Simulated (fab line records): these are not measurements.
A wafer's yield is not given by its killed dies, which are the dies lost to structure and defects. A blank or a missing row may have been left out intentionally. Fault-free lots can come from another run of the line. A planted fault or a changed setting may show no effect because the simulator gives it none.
Which tool did it? | flow nand_harc | 39 wafers from 13 lots sampled at 5 of the route's 1159 steps

== WHAT THE GAUGES READ, wafer by wafer ==
NHARC_A_M1_THK_MEAS_24: measures by xrf. Usual: thk_nm at 154.0 nm, with a standard deviation of 1.8.
lot  | measured     | on            | thk_nm (nm)       | flag
L131 | day 18 05:23 | film_metro-02 | 157.0 152.1 157.1 |
L130 | day 18 05:53 | film_metro-02 | 154.6 154.0 152.0 |
L132 | day 18 08:10 | film_metro-01 | 151.0 150.7 151.7 |
L134 | day 18 21:45 | film_metro-01 | 153.7 155.8 155.6 |
L135 | day 19 01:12 | film_metro-01 | 154.0 150.0 150.3 |
L136 | day 19 10:52 | film_metro-01 | 156.4 153.7 154.3 |
L137 | day 19 15:44 | film_metro-01 | 152.3 152.8 154.7 |
L140 | day 20 08:40 | film_metro-01 | 154.5 152.6 153.7 |
L141 | day 20 13:49 | film_metro-02 | 153.4 154.2 152.0 |
L145 | day 22 12:35 | film_metro-02 | 154.1 154.0 156.8 |
L146 | day 22 13:28 | film_metro-02 | 157.0 153.4 155.1 |
L147 | day 22 13:59 | film_metro-01 | 152.9 153.8 156.2 |
L149 | day 22 20:56 | film_metro-01 | 152.5 154.4 154.6 |

NHARC_END_SORT_01. Usual: defect_limited_yield 95.3 %, standard deviation 1.7; killed_at_array 28, standard deviation 11; killed_at_other 0.8, standard deviation 1.1; killed_at_periphery 3.3, standard deviation 2.8; killed_dies 32, standard deviation 11; killed_open 3.3, standard deviation 1.9; killed_short 1.9, standard deviation 1.4; sort_bin_2_pct 1.4 %, standard deviation 0.68; sort_bin_3_pct 0.25 %, standard deviation 0.24; sort_bin_4_pct 3.0 %, standard deviation 1.1; sort_n_pass 645, standard deviation 11; sort_rim_yield_pct 95.3 %, standard deviation 2.5; sort_yield_pct 95.3 %, standard deviation 1.7.
lot  | measured     | on        | defect_limited_yield (%) | killed_at_array | killed_at_other | killed_at_periphery | killed_dies | killed_open | killed_short | sort_bin_2_pct (%) | sort_bin_3_pct (%) | sort_bin_4_pct (%) | sort_n_pass | sort_rim_yield_pct (%) | sort_yield_pct (%) | flag
L145 | day 24 01:09 | prober-02 | 92.5 92.8 92.8           | 46 49 48        | 1 0 1           | 4 0 0               | 51 49 49    | 4 1 1       | 3 1 2        | 2.7 2.8 1.5        | 0.44 0.30 1.03     | 4.4 4.1 4.7        | 626 628 628 | 95.3 99.1 93.4         | 92.5 92.8 92.8     |
L146 | day 24 01:06 | prober-01 | 97.2 98.2 97.8           | 18 9 14         | 0 0 0           | 1 3 1               | 19 12 15    | 1 4 1       | 2 1 1        | 0.9 0.7 0.4        | 0 0 0.30           | 1.9 1.0 1.5        | 658 665 662 | 99.1 100.0 100.0       | 97.2 98.2 97.8     |

== WHICH TOOL RAN EACH LOT (tool, then ch and the chambers of the sampled wafers, then the start) ==
lot  | NHARC_A_M1_PRE_CLEAN_32         | NHARC_A_M1_DEP_33               | NHARC_A_BONDPAD_SOFTBAKE_04
L131 | pecvd-04 ch 0,1, day 18 05:38   | pecvd-04 ch 0,1, day 18 05:44   | litho_track-03 ch 0, day 18 07:00
L130 | pecvd-01 ch 1,2, day 18 06:07   | pecvd-01 ch 1,2, day 18 06:11   | litho_track-07 ch 0, day 18 07:00
L132 | pecvd-01 ch 0,1,2, day 18 08:25 | pecvd-01 ch 0,1,2, day 18 08:29 | litho_track-07 ch 0, day 18 09:00
L134 | pecvd-03 ch 1,2, day 18 21:59   | pecvd-03 ch 1,2, day 18 22:06   | litho_track-07 ch 0, day 18 23:00
L135 | pecvd-03 ch 0,1, day 19 01:26   | pecvd-03 ch 0,1, day 19 01:33   | litho_track-07 ch 0, day 19 02:00
L136 | pecvd-01 ch 0,1,2, day 19 11:05 | pecvd-01 ch 0,1,2, day 19 11:12 | litho_track-07 ch 0, day 19 12:00
L137 | pecvd-01 ch 0,1,2, day 19 15:58 | pecvd-01 ch 0,1,2, day 19 16:03 | litho_track-05 ch 0, day 19 17:00
L140 | pecvd-04 ch 0,1,2, day 20 08:56 | pecvd-04 ch 0,1,2, day 20 09:06 | litho_track-05 ch 0, day 20 10:00
L141 | pecvd-01 ch 0,1,2, day 20 14:07 | pecvd-01 ch 0,1,2, day 20 14:14 | litho_track-05 ch 0, day 20 15:00
L145 | pecvd-01 ch 0,1,2, day 22 12:52 | pecvd-01 ch 0,1,2, day 22 12:58 | litho_track-03 ch 0, day 22 14:00
L146 | pecvd-03 ch 0,2, day 22 13:44   | pecvd-03 ch 0,2, day 22 13:50   | litho_track-07 ch 0, day 22 15:00
L147 | pecvd-03 ch 0,1,2, day 22 14:52 | pecvd-03 ch 0,1,2, day 22 15:02 | litho_track-03 ch 0, day 22 16:00
L149 | pecvd-01 ch 0,1,2, day 22 21:10 | pecvd-01 ch 0,1,2, day 22 21:14 | litho_track-03 ch 0, day 22 22:00
- NHARC_A_M1_PRE_CLEAN_32: time 12 s.
- NHARC_A_M1_DEP_33: deposits SiCN, target thk 30 nm.
- NHARC_A_BONDPAD_SOFTBAKE_04: time 70 s.

== AS READ BY THE TOOLS THEMSELVES (means over the sampled wafers that have a number; for cases with no such wafer, the mark the record gives instead) ==
NHARC_A_M1_PRE_CLEAN_32. Usual: heater_power_w at 621 W, with a standard deviation of 60.
lot  | tool     | heater_power_w (W) | flag
L131 | pecvd-04 | 603                |
L130 | pecvd-01 | 674                |
L132 | pecvd-01 | 646                |
L134 | pecvd-03 | 593                |
L135 | pecvd-03 | 614                |
L136 | pecvd-01 | 654                |
L137 | pecvd-01 | 631                |
L140 | pecvd-04 | 660                |
L141 | pecvd-01 | 609                |
L145 | pecvd-01 | 623                |
L146 | pecvd-03 | 538                |
L147 | pecvd-03 | 637                |
L149 | pecvd-01 | 613                |

NHARC_A_M1_DEP_33. Usual: heater_power_w at 568 W, with a standard deviation of 64.
lot  | tool     | heater_power_w (W) | flag
L131 | pecvd-04 | 526                |
L130 | pecvd-01 | 599                |
L132 | pecvd-01 | 532                |
L134 | pecvd-03 | 591                |
L135 | pecvd-03 | 520                |
L136 | pecvd-01 | 582                |
L137 | pecvd-01 | 579                |
L140 | pecvd-04 | 562                |
L141 | pecvd-01 | 550                |
L145 | pecvd-01 | 560                |
L146 | pecvd-03 | 513                |
L147 | pecvd-03 | 564                |
L149 | pecvd-01 | 599                |

NHARC_A_BONDPAD_SOFTBAKE_04. Usual: heater_power_total_W at 201.0 W, with a standard deviation of 1.3.
lot  | tool           | heater_power_total_W (W) | flag
L131 | litho_track-03 | 202.0                    |
L130 | litho_track-07 | 201.6                    |
L132 | litho_track-07 | 200.5                    |
L134 | litho_track-07 | 200.6                    |
L135 | litho_track-07 | 200.6                    |
L136 | litho_track-07 | 201.1                    |
L137 | litho_track-05 | 200.7                    |
L140 | litho_track-05 | 234.2                    | OFF
L141 | litho_track-05 | 234.1                    | OFF
L145 | litho_track-03 | 200.6                    |
L146 | litho_track-07 | 201.8                    |
L147 | litho_track-03 | 201.3                    |
L149 | litho_track-03 | 201.3                    |

== THE ANSWER, worked out from the rows above alone ==
Rule: take the mean of a lot's wafers that have a number; if it is more than 3 standard deviations from the usual mean, the lot is off. A lot without any number at a reading at which 4 lots or more have one is off too. The other lots that the step has rows for count as sound. First the gauges in route order, then the tools' own readings, where a lot's mean is used as printed above. At the first step where some lot is off, the reading lying furthest off is the one used; lots without a number count as furthest.
Off: L140, L141, at NHARC_A_BONDPAD_SOFTBAKE_04 (heater_power_total_W).
If a tool, at that step or one of the process steps before it, ran each lot that is off and ran no sound lot following the first of them, it fits. One candidate fits, namely litho_track-05 at NHARC_A_BONDPAD_SOFTBAKE_04. A fault onset in the window from L137 (day 19 17:00, its last sound lot) to L140 (day 20 10:00, its first lot off) fits.
The tool's own readings at NHARC_A_BONDPAD_SOFTBAKE_04 bear it out: on the lots that are off they differ by more than 5 times the standard deviation of the sound lots' means. heater_power_total_W reads 234.1 W there against 201.1 W on the sound lots.

== WHAT HAD BEEN PUT IN BY THE SIMULATOR ==
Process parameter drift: litho_track-05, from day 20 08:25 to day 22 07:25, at NHARC_A_BONDPAD_SOFTBAKE_04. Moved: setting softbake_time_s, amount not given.
Struck lots among those shown: L140, L141. This agrees with what the rule above found.
